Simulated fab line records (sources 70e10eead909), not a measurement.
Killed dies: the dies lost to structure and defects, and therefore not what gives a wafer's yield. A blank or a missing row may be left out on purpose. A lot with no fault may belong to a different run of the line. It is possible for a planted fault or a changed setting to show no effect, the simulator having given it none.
Chamber matching :: flow nand_harc :: NHARC_P_CONTACT_DESCUM_17 on rie_diel-05 has 4 sister chambers
The step chemistry O2, time 3 s. 4 wafers are shown with their chamber, then 10 later ones without.

## EACH WAFER AND ITS CHAMBER
wafer: L089.3
chamber: 1
drypump_motor_current_A (A): 6.2

wafer: L091.3
chamber: 2
drypump_motor_current_A (A): 4.8

wafer: L092.4
chamber: 3
drypump_motor_current_A (A): 6.0

wafer: L092.5
chamber: 0
drypump_motor_current_A (A): 5.8

## WAFERS WITH NO CHAMBER GIVEN
wafer: L092.6
drypump_motor_current_A (A): 6.2

wafer: L094.1
drypump_motor_current_A (A): 6.0

wafer: L094.3
drypump_motor_current_A (A): 6.2

wafer: L094.4
drypump_motor_current_A (A): 5.8

wafer: L096.2
drypump_motor_current_A (A): 6.0

wafer: L096.5
drypump_motor_current_A (A): 5.8

wafer: L096.6
drypump_motor_current_A (A): 6.2

wafer: L097.1
drypump_motor_current_A (A): 5.8

wafer: L097.2
drypump_motor_current_A (A): 4.9

wafer: L097.5
drypump_motor_current_A (A): 6.0

## CHAMBER TAKEN BY EACH
wafer: L092.6
from the rows above: 1
in truth: 1

wafer: L094.1
from the rows above: 3
in truth: 3

wafer: L094.3
from the rows above: 1
in truth: 1

wafer: L094.4
from the rows above: 0
in truth: 0

wafer: L096.2
from the rows above: 3
in truth: 3

wafer: L096.5
from the rows above: 0
in truth: 0

wafer: L096.6
from the rows above: 1
in truth: 1

wafer: L097.1
from the rows above: 0
in truth: 0

wafer: L097.2
from the rows above: 2
in truth: 2

wafer: L097.5
from the rows above: 3
in truth: 3
Correct placement for 10 of the 10. Number that these rows cannot place: 0. Wrongly placed: 0.
How it was worked out, from the rows above alone: a wafer's distance from a chamber is the root of the sum, over the readings, of the square of ((its reading less the chamber's mean) divided by the reading's scatter). The wafer belongs to the nearest chamber; if the next one is less than 2 further off, it can't be placed. For every chamber, the mean is computed from those of its wafers that are shown. The scatter: root of mean squared gap, hidden wafer to nearest shown wafer, with one shown wafer a chamber.
